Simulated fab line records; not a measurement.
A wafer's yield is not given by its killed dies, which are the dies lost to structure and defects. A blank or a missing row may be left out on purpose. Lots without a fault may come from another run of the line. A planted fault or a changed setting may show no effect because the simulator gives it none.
Comparing a struck lot with a sound one | flow n5Finfet | 17 steps out of a route of 1938
Sound: the wafers L722.3, L722.5, L722.6. The struck wafers were L711.1, L711.4, L711.6. The cause is named last.
Order at every step that has rows: each side's tool, ch and its chambers, its first start. Under that, the readings that differ: sound wafers | struck wafers | difference of the means | sigmas: that difference in standard deviations of wafers without a fault.
alike: words and numbers the same on both sides, and readings whose means are apart by under 2 such deviations; not compared: readings that were withheld, readings missing a value for some wafer, numbers with overlapping values and no deviation given by the record, and bounds like >300 which may hide the same value.
Wherever a step has rows on one side only, a row that says differs or no value, or a row with sigmas, the two part there. Non-overlapping numbers with no deviation appear without sigmas and do not part them. A reading that every wafer of one side lacks parts them only if that side has two wafers or more.

first, 9 steps without rows for these wafers: N5_HKMG_FIN_EBR_08; N5_HKMG_FIN_SOFTBAKE_07 (time 60 s); N5_HKMG_FIN_EXPOSE_09 (exposes mask NWFM); N5_HKMG_FIN_PEB_10 (peb time 60 s); N5_HKMG_FIN_DEVELOP_11 (develop time 30 s); N5_HKMG_FIN_DESCUM_17 (chemistry O2, time 7.9 s); N5_HKMG_FIN_ETCH_31 (etches SiARC in CF4, target depth 45.5 nm, time 75.8 s); N5_HKMG_FIN_ETCH_32 (etches SOC in N2/H2, target depth 240 nm, time 300 s); N5_HKMG_FIN_STRIP_33 (strips in N2/H2).
N5_HKMG_FIN_STRIP_34: strips in CF4.
  sound on rieDiel-05 ch 0,2,3, day 8 07:06; struck on rieDiel-01 ch 1,2,3, day 5 23:09
  no value came back on the struck wafers for any of 8 readings (biasPowerW (W), cf4FlowSccm (sccm) and others); on the sound wafers biasPowerW (W) reads 75.07 75.28 75.24
reading                                    | sound | struck       | difference | sigmas
model.SiARC_of_HKMG_FIN_COAT_30.thkNm (nm) | 0 0 0 | 21.2 21.6 21 | +21.3      | 
  not compared: rfHoursCounterH
then, 3 steps without rows for these wafers: N5_HKMG_FIN_ETCH_35 (etches SOC in N2/H2, target depth 215.8 nm, time 243.4 s); N5_HKMG_FIN_STRIP_92 (strips SOC in N2/H2, time 20 s); N5_HKMG_FIN_WET_ETCH_18 (etches TiN in SC1, time 55 s, target depth 5.2 nm, rinse time 30 s).
N5_HKMG_FIN_STRIP_19: strips in N2/H2, time 360 s.
  sound on plasmaAsher-01 ch 0,1, day 8 07:33; struck on plasmaAsher-01 ch 0,1, day 5 23:59
reading                                  | sound | struck         | difference | sigmas
model.SOC_of_HKMG_FIN_COAT_29.thkNm (nm) | 0 0 0 | 77.6 74.4 71.2 | +74.4      | 
  alike: drypumpMotorCurrentA, h2FlowSccm, heaterPowerW
  not compared: rfHoursCounterH
then, 1 step without rows for these wafers: N5_HKMG_FIN_ALD_91 (deposits TiN, target thk 1 nm, pulse time 1 s, purge time 3 s).
N5_BEOL_M4_RC_MEAS_101:
  the record has rows for the sound wafers here (prober-02 ch 0, day 14 15:12) and none for the struck ones
-- a jump in the record: the struck wafers' starts before and after are 10 days apart (it breaks off in module BEOL_M4 and resumes in module PASSIVATION, where the first step shown is number 1936 of the route) --
N5_PASSIVATION_PROBE_49:
  struck on prober-02, day 16 03:25; sound on prober-01, day 19 04:13
reading                 | sound          | struck         | difference | sigmas
defectLimitedYield (%)  | 91.5 89.2 91.1 | 0 0 0          | -91        | -65
killedAtFrontEnd        | 42 69 53       | 1130 1120 1129 | +1072      | +97
killedDies              | 100 127 105    | 1180 1180 1180 | +1069      | +63
killedOnRim             | 21 16 15       | 152 152 152    | +135       | +35
sort_bin_5_function (%) | 4.9 5.6 4.7    | 96.6 96.9 96.6 | +91.6      | +92
sortNPass               | 1080 1053 1075 | 0 0 0          | -1069      | -56
sortYieldPct (%)        | 91.5 89.2 91.1 | 0 0 0          | -91        | -57
  alike: killed_at_M0_to_M3, killed_at_M4_up, killedAtContacts, killedAtOther, killedOpen, killedShort, sort_bin_6_memory, sort_bin_8_speed

## WHERE THEY PART
At N5_HKMG_FIN_STRIP_34 first; at N5_PASSIVATION_PROBE_49 last (within this record only).

WHY: what had been put in by the simulator
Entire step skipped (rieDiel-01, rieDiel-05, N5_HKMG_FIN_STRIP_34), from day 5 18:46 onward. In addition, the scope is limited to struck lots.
